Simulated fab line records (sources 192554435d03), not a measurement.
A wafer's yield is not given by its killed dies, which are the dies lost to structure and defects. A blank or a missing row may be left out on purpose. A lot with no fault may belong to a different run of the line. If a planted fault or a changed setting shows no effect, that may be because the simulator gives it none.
fab line records / flow n5-finfet
record: lots: 11 wafers: 33 last-day: 17
route steps=1938 shown BEOL_M9@1438 BEOL_M10@1470
lots that met no fault: taken from a fault-free run of the same line
start-h: the number of hours between the record's first day and the start of the first shown wafer of the lot / wait-h: hours since the lot's step before / " the same as in the row above / L1.1+2: a single row standing in for several wafers / - either no value or no given start / * or withheld: withheld / < > ~ a bound
route shown NAME@n: names a module that has steps shown in the file, with the first one's number in the route / usual: mean/standard deviation taken from wafers without a fault / same: alike in all rows / chamber/n: place in a boat / sites: each site's reading / _std_site: the values' standard deviation / _edge_site: mean of outer sites minus mean of inner sites / radius-mm: for every site, how far away it sits from the centre of the wafer / mask NAME#n: copy n / behind: tool/chamber where the wafer was last shaped / hold: what put the lot on hold/how long, in hours/how the hold closed / device: names the non-switching transistor (n, p or np) / end of line: tests run on the same wafers once the route is complete / a step given without rows: its recipe and nothing more / killed: count of dies lost to structure and defects at first sort (not the wafer's yield) / map: per-die view of a wafer (x killed, . not killed, _ where there is no die)
set.NAME: the setting as run; set.NAME@STEP: as run at that earlier step / model.NAME: the simulator's own value behind a step, which no gauge read
steps of the route over a sample of lots; a table a step, a row a wafer
services: from which hour (start-h, from the record's first day; less than 0 if before it) a tool's chamber was out of use, for how many hours, and why
== steps ==
step: N5_BEOL_M9_ETCH_76
recipe: chemistry: N2/H2 target: underlayer target-depth-a: 65 mask-material: CAR-EUV time-s: 5.2 ion-energy-ev: 200 pressure-mtorr: 30 source-w: 840 bias-w: 150 n2-flow-sccm: 200 h2-flow-sccm: 200 ends: cleared
usual: drypump-motor-current-A: 5.8/0.4 etch-rf-on-time-s: 5.21/0.1 oes-product-au: 0.65/0.072 rf-vpp-V: 523.4/2.4 showerhead-plenum-p-Torr: 2.53/0.077 throttle-valve-pct: 17.87/0.27
lot.wafer=L607.2 tool=rie-diel-02 chamber=1 start-h=200.63 wait-h=0.0 drypump-motor-current-A=6.1 etch-rf-on-time-s=5.23 oes-product-au=0.65 rf-hours-counter-h=119 rf-vpp-V=520.4 showerhead-plenum-p-Torr=2.45 throttle-valve-pct=18.23
lot.wafer=L607.3 tool=rie-diel-02 chamber=2 start-h=200.63 wait-h=0.0 drypump-motor-current-A=6.3 etch-rf-on-time-s=5.21 oes-product-au=0.61 rf-hours-counter-h=175 rf-vpp-V=526.7 showerhead-plenum-p-Torr=2.64 throttle-valve-pct=17.99
lot.wafer=L607.5 tool=rie-diel-02 chamber=3 start-h=200.63 wait-h=0.0 drypump-motor-current-A=5.8 etch-rf-on-time-s=5.24 oes-product-au=0.61 rf-hours-counter-h=- rf-vpp-V=521.4 showerhead-plenum-p-Torr=2.51 throttle-valve-pct=17.79
lot.wafer=L609.1 tool=rie-diel-05 chamber=0 start-h=215.27 wait-h=0.0 drypump-motor-current-A=6.1 etch-rf-on-time-s=5.15 oes-product-au=0.71 rf-hours-counter-h=75 rf-vpp-V=523.4 showerhead-plenum-p-Torr=2.56 throttle-valve-pct=17.94
lot.wafer=L609.4 tool=rie-diel-05 chamber=2 start-h=215.27 wait-h=0.0 drypump-motor-current-A=5.3 etch-rf-on-time-s=5.35 oes-product-au=0.58 rf-hours-counter-h=197 rf-vpp-V=526.8 showerhead-plenum-p-Torr=2.65 throttle-valve-pct=17.84
lot.wafer=L609.6 tool=rie-diel-05 chamber=3 start-h=215.27 wait-h=0.0 drypump-motor-current-A=6.1 etch-rf-on-time-s=5.09 oes-product-au=0.67 rf-hours-counter-h=- rf-vpp-V=524.1 showerhead-plenum-p-Torr=2.43 throttle-valve-pct=17.63
lot.wafer=L612.1 tool=rie-diel-05 chamber=2 start-h=222.57 wait-h=0.0 drypump-motor-current-A=5.3 etch-rf-on-time-s=5.27 oes-product-au=0.60 rf-hours-counter-h=199 rf-vpp-V=524.9 showerhead-plenum-p-Torr=2.64 throttle-valve-pct=17.83
lot.wafer=L612.2 tool=rie-diel-05 chamber=1 start-h=222.57 wait-h=0.0 drypump-motor-current-A=6.3 etch-rf-on-time-s=5.28 oes-product-au=0.59 rf-hours-counter-h=237 rf-vpp-V=523.0 showerhead-plenum-p-Torr=2.62 throttle-valve-pct=17.89
lot.wafer=L612.5 tool=rie-diel-05 chamber=3 start-h=222.57 wait-h=0.0 drypump-motor-current-A=6.1 etch-rf-on-time-s=5.08 oes-product-au=0.67 rf-hours-counter-h=- rf-vpp-V=524.0 showerhead-plenum-p-Torr=2.43 throttle-valve-pct=17.61
lot.wafer=L610.2 tool=rie-diel-04 chamber=1 start-h=222.75 wait-h=0.0 drypump-motor-current-A=5.2 etch-rf-on-time-s=5.35 oes-product-au=0.71 rf-hours-counter-h=52 rf-vpp-V=525.4 showerhead-plenum-p-Torr=2.59 throttle-valve-pct=17.83
lot.wafer=L610.5 tool=rie-diel-04 chamber=2 start-h=222.75 wait-h=0.0 drypump-motor-current-A=6.2 etch-rf-on-time-s=5.18 oes-product-au=0.62 rf-hours-counter-h=- rf-vpp-V=523.5 showerhead-plenum-p-Torr=2.53 throttle-valve-pct=18.02
lot.wafer=L610.6 tool=rie-diel-04 chamber=1 start-h=222.75 wait-h=0.0 drypump-motor-current-A=5.2 etch-rf-on-time-s=5.33 oes-product-au=0.72 rf-hours-counter-h=- rf-vpp-V=524.4 showerhead-plenum-p-Torr=2.59 throttle-valve-pct=17.80
lot.wafer=L611.1 tool=rie-diel-05 chamber=0 start-h=224.68 wait-h=0.0 drypump-motor-current-A=6.1 etch-rf-on-time-s=5.08 oes-product-au=0.70 rf-hours-counter-h=78 rf-vpp-V=527.7 showerhead-plenum-p-Torr=2.56 throttle-valve-pct=17.97
lot.wafer=L611.2 tool=rie-diel-05 chamber=1 start-h=224.68 wait-h=0.0 drypump-motor-current-A=6.3 etch-rf-on-time-s=5.29 oes-product-au=0.57 rf-hours-counter-h=238 rf-vpp-V=524.7 showerhead-plenum-p-Torr=2.62 throttle-valve-pct=17.90
lot.wafer=L611.4 tool=rie-diel-05 chamber=2 start-h=224.68 wait-h=0.0 drypump-motor-current-A=5.3 etch-rf-on-time-s=5.23 oes-product-au=0.60 rf-hours-counter-h=199 rf-vpp-V=526.9 showerhead-plenum-p-Torr=2.64 throttle-valve-pct=17.82
lot.wafer=L614.2 tool=rie-diel-02 chamber=2 start-h=239.92 wait-h=0.0 drypump-motor-current-A=6.2 etch-rf-on-time-s=5.21 oes-product-au=0.61 rf-hours-counter-h=187 rf-vpp-V=527.5 showerhead-plenum-p-Torr=2.63 throttle-valve-pct=18.01
lot.wafer=L614.4 tool=rie-diel-02 chamber=3 start-h=239.92 wait-h=0.0 drypump-motor-current-A=5.8 etch-rf-on-time-s=5.25 oes-product-au=0.61 rf-hours-counter-h=241 rf-vpp-V=524.6 showerhead-plenum-p-Torr=2.50 throttle-valve-pct=17.79
lot.wafer=L614.5 tool=rie-diel-02 chamber=1 start-h=239.92 wait-h=0.0 drypump-motor-current-A=6.1 etch-rf-on-time-s=5.16 oes-product-au=0.65 rf-hours-counter-h=- rf-vpp-V=518.8 showerhead-plenum-p-Torr=2.45 throttle-valve-pct=18.25
lot.wafer=L615.1 tool=rie-diel-04 chamber=3 start-h=248.10 wait-h=0.0 drypump-motor-current-A=5.3 etch-rf-on-time-s=5.00 oes-product-au=0.83 rf-hours-counter-h=11 rf-vpp-V=521.6 showerhead-plenum-p-Torr=2.49 throttle-valve-pct=17.15
lot.wafer=L615.3 tool=rie-diel-04 chamber=1 start-h=248.10 wait-h=0.0 drypump-motor-current-A=5.2 etch-rf-on-time-s=5.29 oes-product-au=0.72 rf-hours-counter-h=58 rf-vpp-V=523.9 showerhead-plenum-p-Torr=2.59 throttle-valve-pct=17.82
lot.wafer=L615.6 tool=rie-diel-04 chamber=3 start-h=248.10 wait-h=0.0 drypump-motor-current-A=5.3 etch-rf-on-time-s=4.99 oes-product-au=0.84 rf-hours-counter-h=- rf-vpp-V=522.2 showerhead-plenum-p-Torr=2.49 throttle-valve-pct=17.13
lot.wafer=L617.2 tool=rie-diel-02 chamber=0 start-h=262.97 wait-h=0.0 drypump-motor-current-A=5.8 etch-rf-on-time-s=5.26 oes-product-au=0.61 rf-hours-counter-h=231 rf-vpp-V=522.0 showerhead-plenum-p-Torr=2.50 throttle-valve-pct=18.09
lot.wafer=L617.5 tool=rie-diel-02 chamber=3 start-h=262.97 wait-h=0.0 drypump-motor-current-A=5.9 etch-rf-on-time-s=5.27 oes-product-au=0.60 rf-hours-counter-h=- rf-vpp-V=522.2 showerhead-plenum-p-Torr=2.50 throttle-valve-pct=17.83
lot.wafer=L617.6 tool=rie-diel-02 chamber=0 start-h=262.97 wait-h=0.0 drypump-motor-current-A=5.8 etch-rf-on-time-s=5.22 oes-product-au=0.62 rf-hours-counter-h=- rf-vpp-V=522.0 showerhead-plenum-p-Torr=2.50 throttle-valve-pct=18.10
lot.wafer=L627.2 tool=rie-diel-04 chamber=1 start-h=329.52 wait-h=0.0 drypump-motor-current-A=5.2 etch-rf-on-time-s=5.34 oes-product-au=0.69 rf-hours-counter-h=78 rf-vpp-V=525.2 showerhead-plenum-p-Torr=2.58 throttle-valve-pct=17.84
lot.wafer=L627.3 tool=rie-diel-04 chamber=3 start-h=329.52 wait-h=0.0 drypump-motor-current-A=5.3 etch-rf-on-time-s=5.05 oes-product-au=0.78 rf-hours-counter-h=30 rf-vpp-V=520.2 showerhead-plenum-p-Torr=2.48 throttle-valve-pct=17.16
lot.wafer=L627.4 tool=rie-diel-04 chamber=2 start-h=329.52 wait-h=0.0 drypump-motor-current-A=6.2 etch-rf-on-time-s=5.19 oes-product-au=0.60 rf-hours-counter-h=200 rf-vpp-V=523.0 showerhead-plenum-p-Torr=2.51 throttle-valve-pct=18.07
lot.wafer=L629.1 tool=rie-diel-05 chamber=3 start-h=341.87 wait-h=0.0 drypump-motor-current-A=6.1 etch-rf-on-time-s=5.14 oes-product-au=0.63 rf-hours-counter-h=151 rf-vpp-V=522.1 showerhead-plenum-p-Torr=2.42 throttle-valve-pct=17.68
lot.wafer=L629.2 tool=rie-diel-05 chamber=0 start-h=341.87 wait-h=0.0 drypump-motor-current-A=6.0 etch-rf-on-time-s=5.07 oes-product-au=0.67 rf-hours-counter-h=120 rf-vpp-V=522.4 showerhead-plenum-p-Torr=2.54 throttle-valve-pct=18.02
lot.wafer=L629.6 tool=rie-diel-05 chamber=2 start-h=341.87 wait-h=0.0 drypump-motor-current-A=5.3 etch-rf-on-time-s=5.30 oes-product-au=0.57 rf-hours-counter-h=- rf-vpp-V=524.3 showerhead-plenum-p-Torr=2.63 throttle-valve-pct=17.91
lot.wafer=L630.1 tool=rie-diel-05 chamber=1 start-h=346.55 wait-h=0.0 drypump-motor-current-A=6.3 etch-rf-on-time-s=5.16 oes-product-au=0.76 rf-hours-counter-h=16 rf-vpp-V=525.6 showerhead-plenum-p-Torr=2.61 throttle-valve-pct=17.43
lot.wafer=L630.3 tool=rie-diel-05 chamber=0 start-h=346.55 wait-h=0.0 drypump-motor-current-A=6.1 etch-rf-on-time-s=5.02 oes-product-au=0.67 rf-hours-counter-h=121 rf-vpp-V=523.4 showerhead-plenum-p-Torr=2.54 throttle-valve-pct=18.06
lot.wafer=L630.5 tool=rie-diel-05 chamber=1 start-h=346.55 wait-h=0.0 drypump-motor-current-A=6.3 etch-rf-on-time-s=5.12 oes-product-au=0.77 rf-hours-counter-h=- rf-vpp-V=524.8 showerhead-plenum-p-Torr=2.61 throttle-valve-pct=17.47
step: N5_BEOL_M9_OCD_MEAS_38
usual: trench-depth-nm: 150.4/2.4
lot.wafer=L607.2 tool=ocd-01 chamber=- start-h=201.06 wait-h=- trench-depth-nm=151.0
lot.wafer=L607.3 tool=ocd-01 chamber=- start-h=201.06 wait-h=- trench-depth-nm=150.2
lot.wafer=L607.5 tool=ocd-01 chamber=- start-h=201.06 wait-h=- trench-depth-nm=151.6
lot.wafer=L609.1 tool=ocd-02 chamber=- start-h=215.69 wait-h=- trench-depth-nm=152.6
lot.wafer=L609.4 tool=ocd-02 chamber=- start-h=215.69 wait-h=- trench-depth-nm=146.8
lot.wafer=L609.6 tool=ocd-02 chamber=- start-h=215.69 wait-h=- trench-depth-nm=152.1
lot.wafer=L612.1 tool=ocd-01 chamber=- start-h=222.99 wait-h=- trench-depth-nm=146.0
lot.wafer=L612.2 tool=ocd-01 chamber=- start-h=222.99 wait-h=- trench-depth-nm=145.7
lot.wafer=L612.5 tool=ocd-01 chamber=- start-h=222.99 wait-h=- trench-depth-nm=151.5
lot.wafer=L610.2 tool=ocd-01 chamber=- start-h=223.17 wait-h=- trench-depth-nm=150.7
lot.wafer=L610.5 tool=ocd-01 chamber=- start-h=223.17 wait-h=- trench-depth-nm=153.1
lot.wafer=L610.6 tool=ocd-01 chamber=- start-h=223.17 wait-h=- trench-depth-nm=151.8
lot.wafer=L611.1 tool=ocd-02 chamber=- start-h=225.10 wait-h=- trench-depth-nm=153.3
lot.wafer=L611.2 tool=ocd-02 chamber=- start-h=225.10 wait-h=- trench-depth-nm=146.5
lot.wafer=L611.4 tool=ocd-02 chamber=- start-h=225.10 wait-h=- trench-depth-nm=146.5
lot.wafer=L614.2 tool=ocd-02 chamber=- start-h=240.34 wait-h=- trench-depth-nm=150.7
lot.wafer=L614.4 tool=ocd-02 chamber=- start-h=240.34 wait-h=- trench-depth-nm=148.5
lot.wafer=L614.5 tool=ocd-02 chamber=- start-h=240.34 wait-h=- trench-depth-nm=150.5
lot.wafer=L615.1 tool=ocd-01 chamber=- start-h=248.52 wait-h=- trench-depth-nm=155.4
lot.wafer=L615.3 tool=ocd-01 chamber=- start-h=248.52 wait-h=- trench-depth-nm=150.0
lot.wafer=L615.6 tool=ocd-01 chamber=- start-h=248.52 wait-h=- trench-depth-nm=154.8
lot.wafer=L617.2 tool=ocd-02 chamber=- start-h=263.39 wait-h=- trench-depth-nm=151.1
lot.wafer=L617.5 tool=ocd-02 chamber=- start-h=263.39 wait-h=- trench-depth-nm=149.5
lot.wafer=L617.6 tool=ocd-02 chamber=- start-h=263.39 wait-h=- trench-depth-nm=151.6
lot.wafer=L627.2 tool=ocd-01 chamber=- start-h=329.95 wait-h=- trench-depth-nm=149.1
lot.wafer=L627.3 tool=ocd-01 chamber=- start-h=329.95 wait-h=- trench-depth-nm=153.1
lot.wafer=L627.4 tool=ocd-01 chamber=- start-h=329.95 wait-h=- trench-depth-nm=152.5
lot.wafer=L629.1 tool=ocd-02 chamber=- start-h=342.30 wait-h=- trench-depth-nm=151.2
lot.wafer=L629.2 tool=ocd-02 chamber=- start-h=342.30 wait-h=- trench-depth-nm=154.5
lot.wafer=L629.6 tool=ocd-02 chamber=- start-h=342.30 wait-h=- trench-depth-nm=145.7
lot.wafer=L630.1 tool=ocd-01 chamber=- start-h=346.97 wait-h=- trench-depth-nm=151.9
lot.wafer=L630.3 tool=ocd-01 chamber=- start-h=346.97 wait-h=- trench-depth-nm=151.2
lot.wafer=L630.5 tool=ocd-01 chamber=- start-h=346.97 wait-h=- trench-depth-nm=152.1
step: N5_BEOL_M9_CVD_78
recipe: material: Co target-thk-a: 20 temp-c: withheld precursor: CCTBA/H2 pressure-torr: 30 time-s: 138.9
usual: run-length-s: 161.7/0.42
lot.wafer=L607.2 tool=cvd-co-02 chamber=0 start-h=202.08 wait-h=0.1 run-length-s=161.6
lot.wafer=L607.3 tool=cvd-co-02 chamber=2 start-h=202.08 wait-h=0.1 run-length-s=161.3
lot.wafer=L607.5 tool=cvd-co-02 chamber=1 start-h=202.08 wait-h=0.1 run-length-s=160.7
lot.wafer=L609.1 tool=cvd-co-01 chamber=0 start-h=217.23 wait-h=0.0 run-length-s=161.5
lot.wafer=L609.4 tool=cvd-co-01 chamber=0 start-h=217.23 wait-h=0.0 run-length-s=161.7
lot.wafer=L609.6 tool=cvd-co-01 chamber=2 start-h=217.23 wait-h=0.0 run-length-s=162.1
lot.wafer=L612.1 tool=cvd-co-01 chamber=2 start-h=224.32 wait-h=0.1 run-length-s=161.7
lot.wafer=L612.2 tool=cvd-co-01 chamber=1 start-h=224.32 wait-h=0.1 run-length-s=162.7
lot.wafer=L612.5 tool=cvd-co-01 chamber=0 start-h=224.32 wait-h=0.1 run-length-s=161.7
lot.wafer=L610.2 tool=cvd-co-02 chamber=1 start-h=224.84 wait-h=0.2 run-length-s=160.7
lot.wafer=L610.5 tool=cvd-co-02 chamber=2 start-h=224.84 wait-h=0.2 run-length-s=161.9
lot.wafer=L610.6 tool=cvd-co-02 chamber=0 start-h=224.84 wait-h=0.2 run-length-s=162.2
lot.wafer=L611.1 tool=cvd-co-02 chamber=1 start-h=226.25 wait-h=0.1 run-length-s=161.2
lot.wafer=L611.2 tool=cvd-co-02 chamber=2 start-h=226.25 wait-h=0.1 run-length-s=162.2
lot.wafer=L611.4 tool=cvd-co-02 chamber=1 start-h=226.25 wait-h=0.1 run-length-s=161.3
lot.wafer=L614.2 tool=cvd-co-01 chamber=0 start-h=243.20 wait-h=0.1 run-length-s=161.4
lot.wafer=L614.4 tool=cvd-co-01 chamber=2 start-h=243.20 wait-h=0.1 run-length-s=161.8
lot.wafer=L614.5 tool=cvd-co-01 chamber=0 start-h=243.20 wait-h=0.1 run-length-s=161.8
lot.wafer=L615.1 tool=cvd-co-02 chamber=1 start-h=250.22 wait-h=0.0 run-length-s=161.0
lot.wafer=L615.3 tool=cvd-co-02 chamber=0 start-h=250.22 wait-h=0.0 run-length-s=161.8
lot.wafer=L615.6 tool=cvd-co-02 chamber=0 start-h=250.22 wait-h=0.0 run-length-s=162.0
lot.wafer=L617.2 tool=cvd-co-01 chamber=1 start-h=265.65 wait-h=0.0 run-length-s=161.9
lot.wafer=L617.5 tool=cvd-co-01 chamber=1 start-h=265.65 wait-h=0.0 run-length-s=162.0
lot.wafer=L617.6 tool=cvd-co-01 chamber=0 start-h=265.65 wait-h=0.0 run-length-s=162.1
lot.wafer=L627.2 tool=cvd-co-02 chamber=1 start-h=331.19 wait-h=0.1 run-length-s=160.8
lot.wafer=L627.3 tool=cvd-co-02 chamber=0 start-h=331.19 wait-h=0.1 run-length-s=271.6
lot.wafer=L627.4 tool=cvd-co-02 chamber=2 start-h=331.19 wait-h=0.1 run-length-s=161.8
lot.wafer=L629.1 tool=cvd-co-01 chamber=2 start-h=343.68 wait-h=0.0 run-length-s=162.5
lot.wafer=L629.2 tool=cvd-co-01 chamber=0 start-h=343.68 wait-h=0.0 run-length-s=161.4
lot.wafer=L629.6 tool=cvd-co-01 chamber=0 start-h=343.68 wait-h=0.0 run-length-s=161.7
lot.wafer=L630.1 tool=cvd-co-01 chamber=2 start-h=349.31 wait-h=0.3 run-length-s=161.7
lot.wafer=L630.3 tool=cvd-co-01 chamber=2 start-h=349.31 wait-h=0.3 run-length-s=161.5
lot.wafer=L630.5 tool=cvd-co-01 chamber=0 start-h=349.31 wait-h=0.3 run-length-s=161.7
step: N5_BEOL_M10_ILD_DEP_00
recipe: material: SiCOH_lowk target-thk-a: 3085.1 temp-c: 300 precursor: DEMS/porogen pressure-torr: 5 rf-w: 500 time-s: 58
usual: heater-power-w: 298/46 showerhead-plenum-p-Torr: 5.743/0.014 throttle-valve-pct: 14.1/0.95
lot.wafer=L607.2 tool=pecvd-02 chamber=1 start-h=203.25 wait-h=0.0 heater-power-w=257 showerhead-plenum-p-Torr=5.756 throttle-valve-pct=13.7
lot.wafer=L607.3 tool=pecvd-02 chamber=0 start-h=203.25 wait-h=0.0 heater-power-w=377 showerhead-plenum-p-Torr=5.727 throttle-valve-pct=14.2
lot.wafer=L607.5 tool=pecvd-02 chamber=1 start-h=203.25 wait-h=0.0 heater-power-w=248 showerhead-plenum-p-Torr=5.761 throttle-valve-pct=13.6
lot.wafer=L609.1 tool=pecvd-02 chamber=2 start-h=218.44 wait-h=0.0 heater-power-w=219 showerhead-plenum-p-Torr=5.726 throttle-valve-pct=12.4
lot.wafer=L609.4 tool=pecvd-02 chamber=1 start-h=218.44 wait-h=0.0 heater-power-w=251 showerhead-plenum-p-Torr=5.746 throttle-valve-pct=13.6
lot.wafer=L609.6 tool=pecvd-02 chamber=0 start-h=218.44 wait-h=0.0 heater-power-w=385 showerhead-plenum-p-Torr=5.741 throttle-valve-pct=14.5
lot.wafer=L612.1 tool=pecvd-02 chamber=0 start-h=226.04 wait-h=0.0 heater-power-w=325 showerhead-plenum-p-Torr=5.722 throttle-valve-pct=14.6
lot.wafer=L612.2 tool=pecvd-02 chamber=1 start-h=226.04 wait-h=0.0 heater-power-w=255 showerhead-plenum-p-Torr=5.765 throttle-valve-pct=13.7
lot.wafer=L612.5 tool=pecvd-02 chamber=1 start-h=226.04 wait-h=0.0 heater-power-w=263 showerhead-plenum-p-Torr=5.765 throttle-valve-pct=13.5
lot.wafer=L610.2 tool=pecvd-03 chamber=1 start-h=226.78 wait-h=0.0 heater-power-w=291 showerhead-plenum-p-Torr=5.751 throttle-valve-pct=13.8
lot.wafer=L610.5 tool=pecvd-03 chamber=1 start-h=226.78 wait-h=0.0 heater-power-w=302 showerhead-plenum-p-Torr=5.752 throttle-valve-pct=13.7
lot.wafer=L610.6 tool=pecvd-03 chamber=0 start-h=226.78 wait-h=0.0 heater-power-w=289 showerhead-plenum-p-Torr=5.730 throttle-valve-pct=14.3
lot.wafer=L611.1 tool=pecvd-03 chamber=2 start-h=227.42 wait-h=0.0 heater-power-w=299 showerhead-plenum-p-Torr=5.757 throttle-valve-pct=13.6
lot.wafer=L611.2 tool=pecvd-03 chamber=0 start-h=227.42 wait-h=0.0 heater-power-w=258 showerhead-plenum-p-Torr=5.731 throttle-valve-pct=14.1
lot.wafer=L611.4 tool=pecvd-03 chamber=1 start-h=227.42 wait-h=0.0 heater-power-w=334 showerhead-plenum-p-Torr=5.753 throttle-valve-pct=13.8
lot.wafer=L614.2 tool=pecvd-03 chamber=0 start-h=244.82 wait-h=0.0 heater-power-w=275 showerhead-plenum-p-Torr=5.730 throttle-valve-pct=14.2
lot.wafer=L614.4 tool=pecvd-03 chamber=0 start-h=244.82 wait-h=0.0 heater-power-w=296 showerhead-plenum-p-Torr=5.741 throttle-valve-pct=14.4
lot.wafer=L614.5 tool=pecvd-03 chamber=2 start-h=244.82 wait-h=0.0 heater-power-w=248 showerhead-plenum-p-Torr=5.757 throttle-valve-pct=13.7
lot.wafer=L615.1 tool=pecvd-01 chamber=2 start-h=251.69 wait-h=0.0 heater-power-w=345 showerhead-plenum-p-Torr=5.743 throttle-valve-pct=13.7
lot.wafer=L615.3 tool=pecvd-01 chamber=0 start-h=251.69 wait-h=0.0 heater-power-w=307 showerhead-plenum-p-Torr=5.734 throttle-valve-pct=14.8
lot.wafer=L615.6 tool=pecvd-01 chamber=1 start-h=251.69 wait-h=0.0 heater-power-w=361 showerhead-plenum-p-Torr=5.752 throttle-valve-pct=16.8
lot.wafer=L617.2 tool=pecvd-03 chamber=1 start-h=266.81 wait-h=0.0 heater-power-w=325 showerhead-plenum-p-Torr=5.755 throttle-valve-pct=13.7
lot.wafer=L617.5 tool=pecvd-03 chamber=2 start-h=266.81 wait-h=0.0 heater-power-w=282 showerhead-plenum-p-Torr=5.756 throttle-valve-pct=13.7
lot.wafer=L617.6 tool=pecvd-03 chamber=0 start-h=266.81 wait-h=0.0 heater-power-w=246 showerhead-plenum-p-Torr=5.745 throttle-valve-pct=14.2
lot.wafer=L627.2 tool=pecvd-02 chamber=0 start-h=332.63 wait-h=0.0 heater-power-w=396 showerhead-plenum-p-Torr=5.749 throttle-valve-pct=14.8
lot.wafer=L627.3 tool=pecvd-02 chamber=1 start-h=332.63 wait-h=0.0 heater-power-w=221 showerhead-plenum-p-Torr=5.758 throttle-valve-pct=13.5
lot.wafer=L627.4 tool=pecvd-02 chamber=0 start-h=332.63 wait-h=0.0 heater-power-w=313 showerhead-plenum-p-Torr=5.735 throttle-valve-pct=14.5
lot.wafer=L629.1 tool=pecvd-01 chamber=0 start-h=345.76 wait-h=0.0 heater-power-w=277 showerhead-plenum-p-Torr=5.732 throttle-valve-pct=15.1
lot.wafer=L629.2 tool=pecvd-01 chamber=1 start-h=345.76 wait-h=0.0 heater-power-w=364 showerhead-plenum-p-Torr=5.741 throttle-valve-pct=16.3
lot.wafer=L629.6 tool=pecvd-01 chamber=2 start-h=345.76 wait-h=0.0 heater-power-w=322 showerhead-plenum-p-Torr=5.752 throttle-valve-pct=14.0
lot.wafer=L630.1 tool=pecvd-03 chamber=0 start-h=350.59 wait-h=0.0 heater-power-w=285 showerhead-plenum-p-Torr=5.726 throttle-valve-pct=14.2
lot.wafer=L630.3 tool=pecvd-03 chamber=1 start-h=350.59 wait-h=0.0 heater-power-w=298 showerhead-plenum-p-Torr=5.762 throttle-valve-pct=13.5
lot.wafer=L630.5 tool=pecvd-03 chamber=2 start-h=350.59 wait-h=0.0 heater-power-w=306 showerhead-plenum-p-Torr=5.751 throttle-valve-pct=13.9
== services ==
tool=rie-diel-04 chamber=2 start-h=180.80 hours=8.5 kind=repair
tool=cvd-co-02 chamber=- start-h=219.85 hours=1.3 kind=repair
tool=rie-diel-04 chamber=1 start-h=229.69 hours=7.4 kind=repair
tool=pecvd-03 chamber=2 start-h=237.15 hours=4.5 kind=repair
tool=cvd-co-01 chamber=1 start-h=239.62 hours=15.0 kind=repair
tool=rie-diel-05 chamber=3 start-h=265.18 hours=6.2 kind=repair
tool=pecvd-01 chamber=0 start-h=271.13 hours=58.4 kind=repair
tool=rie-diel-05 chamber=1 start-h=271.34 hours=- kind=clean
tool=rie-diel-05 chamber=1 start-h=271.34 hours=- kind=consumable-replace:focus-ring
tool=rie-diel-05 chamber=1 start-h=271.34 hours=21.2 kind=scheduled-down
tool=rie-diel-05 chamber=1 start-h=271.34 hours=21.2 kind=vent-cycle
tool=rie-diel-04 chamber=- start-h=273.42 hours=14.6 kind=pm
tool=rie-diel-02 chamber=0 start-h=279.54 hours=8.0 kind=repair
tool=pecvd-01 chamber=2 start-h=280.52 hours=5.9 kind=repair
tool=rie-diel-02 chamber=0 start-h=289.38 hours=4.3 kind=repair
tool=cvd-co-01 chamber=- start-h=291.13 hours=6.9 kind=pm
tool=pecvd-03 chamber=2 start-h=303.09 hours=2.1 kind=scheduled-down
tool=rie-diel-02 chamber=0 start-h=316.61 hours=4.1 kind=repair
tool=rie-diel-02 chamber=2 start-h=319.89 hours=2.5 kind=repair
tool=rie-diel-02 chamber=3 start-h=323.57 hours=29.4 kind=repair
tool=rie-diel-02 chamber=1 start-h=326.74 hours=3.5 kind=repair
tool=cvd-co-01 chamber=1 start-h=333.44 hours=- kind=clean
tool=cvd-co-01 chamber=1 start-h=333.44 hours=22.0 kind=scheduled-down
tool=cvd-co-01 chamber=1 start-h=333.44 hours=22.0 kind=vent-cycle
== key ==
first-sign: step: N5_BEOL_M9_CVD_78 reading: run-length-s direction: up sigmas: 99+ usual: * struck: *
effect none on later readings
met-at N5_BEOL_M9_CVD_78
struck-lots L627
struck-wafers L627.3
not-acting-at N5_BEOL_M9_ETCH_76,N5_BEOL_M9_OCD_MEAS_38,N5_BEOL_M10_ILD_DEP_00
onset-between 250.22 331.19
fault: kind: process-parameter-drift tool: cvd-co-02 chamber: - onset-h: 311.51 steps: N5_BEOL_M9_CVD_78 channel: time-s offset: * shape: step end-h: 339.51 scope: struck-wafers-only acts-in: * stated: *
